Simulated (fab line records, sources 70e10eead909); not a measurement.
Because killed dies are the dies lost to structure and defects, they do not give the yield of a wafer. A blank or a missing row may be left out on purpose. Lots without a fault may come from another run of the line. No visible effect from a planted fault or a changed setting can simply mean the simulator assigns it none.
Check for tools in common | flow nand_harc | 1 lot, 3 wafers sampled

## REASON FOR OPENING
At NHARC_END_SORT_01 the reading killed_at_periphery is flagged on 1 of 1 lot. No-fault wafers: 3.6, standard deviation 2.4.
Rule: a lot gets a flag if all its wafers with a number sit over 4 standard deviations from that mean, or if no wafer of it has a number. The other lots count as sound.

lot  | measured     | on        | killed_at_periphery, wafer by wafer | flag
L925 | day 22 21:32 | prober-01 | 665 668 664                         | FLAGGED
On average the flagged lots read 665.7, which is +662.1 against the usual, or +99 or more standard deviations.

## TOOL THAT RAN EACH LOT
4 process steps preceding the reading are held in the record, out of 1159 steps in the route. Each cell gives the tool, then ch followed by the chambers the sampled wafers passed through, then the start.
lot  | flag    | NHARC_P_GATE_STRIP_75             | NHARC_P_GATE_EXPOSE_56           | NHARC_P_GATE_RTA_64             | NHARC_P_GATE_DEGAS_109
L925 | FLAGGED | plasma_asher-01 ch 0, day 8 17:07 | krf_scanner-02 ch 0, day 8 17:52 | rtp_anneal-02 ch 0, day 8 21:35 | pvd_sputter-02, day 8 21:53
What is done by these steps:
- NHARC_P_GATE_STRIP_75: strips in O2.
- NHARC_P_GATE_EXPOSE_56: exposes mask P PSD, target cd 720 nm.
- NHARC_P_GATE_RTA_64: time 1 s.
- NHARC_P_GATE_DEGAS_109: time 60 s.
- NHARC_END_SORT_01

## FLAGGED AGAINST TOTAL, ONE TOOL AT A TIME (gauges that did the reading follow at the end)
step                   | tool            | lots run | flagged | share of the flagged lots | sound lots run after its first flagged lot
NHARC_P_GATE_STRIP_75  | plasma_asher-01 | 1        | 1       | all                       | 0
NHARC_P_GATE_EXPOSE_56 | krf_scanner-02  | 1        | 1       | all                       | 0
NHARC_P_GATE_RTA_64    | rtp_anneal-02   | 1        | 1       | all                       | 0
NHARC_P_GATE_DEGAS_109 | pvd_sputter-02  | 1        | 1       | all                       | 0
NHARC_END_SORT_01      | prober-01       | 1        | 1       | all                       | 0

## WHAT IS ALLOWED BY THE TABLE
5 rows of the table ran every flagged lot: plasma_asher-01 at NHARC_P_GATE_STRIP_75, krf_scanner-02 at NHARC_P_GATE_EXPOSE_56, rtp_anneal-02 at NHARC_P_GATE_RTA_64, pvd_sputter-02 at NHARC_P_GATE_DEGAS_109, prober-01 at NHARC_END_SORT_01.
- plasma_asher-01 at NHARC_P_GATE_STRIP_75: 1 of its 1 lot flagged. Because this sample shows no sound lot run on it before its first flagged lot, the start cannot be pinned down more closely.
- krf_scanner-02 at NHARC_P_GATE_EXPOSE_56: 1 of its 1 lot flagged. Because this sample shows no sound lot run on it before its first flagged lot, the start cannot be pinned down more closely.
- rtp_anneal-02 at NHARC_P_GATE_RTA_64: 1 of its 1 lot flagged. Because this sample shows no sound lot run on it before its first flagged lot, the start cannot be pinned down more closely.
- pvd_sputter-02 at NHARC_P_GATE_DEGAS_109: 1 of its 1 lot flagged. Because this sample shows no sound lot run on it before its first flagged lot, the start cannot be pinned down more closely.
- prober-01 at NHARC_END_SORT_01: 1 of its 1 lot flagged. Because this sample shows no sound lot run on it before its first flagged lot, the start cannot be pinned down more closely.
These 5 tools cannot be told apart by counting lots, since each of them fits a fault that started at some hour. More lots, or a look at what each step does to the wafer, might.

## WHAT HAD BEEN PUT IN BY THE SIMULATOR
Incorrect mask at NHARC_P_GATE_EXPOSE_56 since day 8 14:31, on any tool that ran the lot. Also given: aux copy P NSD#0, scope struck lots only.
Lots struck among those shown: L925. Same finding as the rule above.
